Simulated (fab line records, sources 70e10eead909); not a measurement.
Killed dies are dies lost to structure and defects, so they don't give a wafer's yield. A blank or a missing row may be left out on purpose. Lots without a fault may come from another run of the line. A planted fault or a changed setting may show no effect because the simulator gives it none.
One fault seen from 3 desks | flow nand_harc | each desk has only its own numbers; what lay behind them comes last

THE DEFECT DESK
What the inspections along the route counted, lot by lot: means of the sampled wafers that have a number. A lot is out of limits, marked OUT, if its mean lies more than 4 standard deviations from the usual mean; the brackets give that distance.
Columns: A = raw_defect_count at NHARC_P_CONTACT_INSPECT_27, usual 302
lot  | first seen here | A
L206 | day 5 23:51     | 530
L207 | day 6 10:02     | 180
L209 | day 7 00:40     | 183
L210 | day 7 19:11     | 237
L211 | day 8 00:53     | 235
L213 | day 8 17:07     | 319
L218 | day 11 01:58    | 508
L222 | day 12 22:30    | 219
L223 | day 13 06:00    | 452
L225 | day 13 21:23    | 132
L228 | day 15 02:29    | 173
L229 | day 15 20:20    | 395
This desk's finding: nothing out of limits on any of the 12 lots.

THE TOOL OWNER'S DESK: arfi_scanner-02
The tool's own readings at NHARC_P_M1_EXPOSE_06 (exposes mask P M1, target cd 130 nm): means of the sampled wafers that have a number, for each lot that ran on this tool. A lot is out of limits, marked OUT, if its mean lies more than 4 standard deviations from the usual mean; the brackets give that distance.
Columns: A = exposure_dose_mJ_cm2 at NHARC_P_M1_EXPOSE_06, usual 81.84
lot  | first seen here | A
L218 | day 11 06:43    | 77.38 (-47) OUT
L222 | day 13 03:27    | 78.37 (-37) OUT
This desk's finding: out of limits on L218, L222; first on L218, day 11 06:43 (exposure_dose_mJ_cm2 at NHARC_P_M1_EXPOSE_06). In limits: none.

THE METROLOGY DESK
What the gauges read, lot by lot, whatever tool the lot ran on: means of the sampled wafers that have a number. A lot is out of limits, marked OUT, if its mean lies more than 4 standard deviations from the usual mean; the brackets give that distance.
Columns: A = overlay_x_nm at NHARC_P_M0_OVL_MEAS_10, usual 0.1 nm; B = overlay_y_nm at NHARC_P_M0_OVL_MEAS_10, usual -0.2 nm; C = cd_nm at NHARC_P_M1_CD_MEAS_09, usual 129.5 nm; D = overlay_x_nm at NHARC_P_M1_OVL_MEAS_10, usual -0.1 nm; E = overlay_y_nm at NHARC_P_M1_OVL_MEAS_10, usual 0.2 nm
lot  | first seen here | A    | B    | C                | D    | E
L206 | day 6 00:52     | 0.5  | 0.9  | 129.4            | 1.1  | -0.2
L207 | day 6 11:01     | -0.2 | 0.0  | 129.3            | 0.4  | 1.0
L209 | day 7 01:40     | 0.1  | 2.0  | 129.3            | -0.9 | -1.0
L210 | day 7 20:10     | -0.4 | -0.1 | 129.9            | -1.9 | 0.3
L211 | day 8 01:53     | -0.7 | -0.7 | 130.1            | -0.7 | 0.7
L213 | day 8 18:07     | 0.2  | 0.9  | 129.9            | 1.1  | 0.8
L218 | day 11 02:50    | 1.0  | -0.0 | 126.4 (-5.4) OUT | 0.2  | 0.2
L222 | day 12 23:37    | 0.2  | -1.0 | 126.8 (-4.7) OUT | 0.2  | 0.1
L223 | day 13 06:59    | -1.2 | 0.2  | 128.5            | 1.6  | 0.8
L225 | day 13 22:23    | 0.2  | 0.2  | 129.3            | -0.9 | -1.3
L228 | day 15 03:29    | 0.5  | -0.2 | 129.4            | 0.3  | -0.5
L229 | day 15 21:19    | 0.4  | -1.2 | 129.9            | -0.0 | 0.3
This desk's finding: out of limits on L218, L222; first on L218, day 11 06:51 (cd_nm at NHARC_P_M1_CD_MEAS_09). In limits: L206, L207, L209, L210, L211, L213, L223, L225, L228, L229.

PUT TOGETHER
The tool owner's desk could have raised an alarm at day 11 06:43, on L218, L222.
The metrology desk could have raised an alarm at day 11 06:51, on L218, L222.
The defect desk saw nothing out of limits.
The defect desk has L218, L222 on record, within its limits.
Of the lots named, all ran NHARC_P_M1_EXPOSE_06 on arfi_scanner-02.

WHAT THE SIMULATOR HAD PUT IN
Process parameter drift: arfi_scanner-02, from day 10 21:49 on, at NHARC_P_M1_EXPOSE_06. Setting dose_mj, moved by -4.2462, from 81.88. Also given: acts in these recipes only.
Lots struck among those shown: L218, L222.
Hours from the fault's start to each desk's first reading out of limits: the tool owner's desk, 9; the metrology desk, 9.
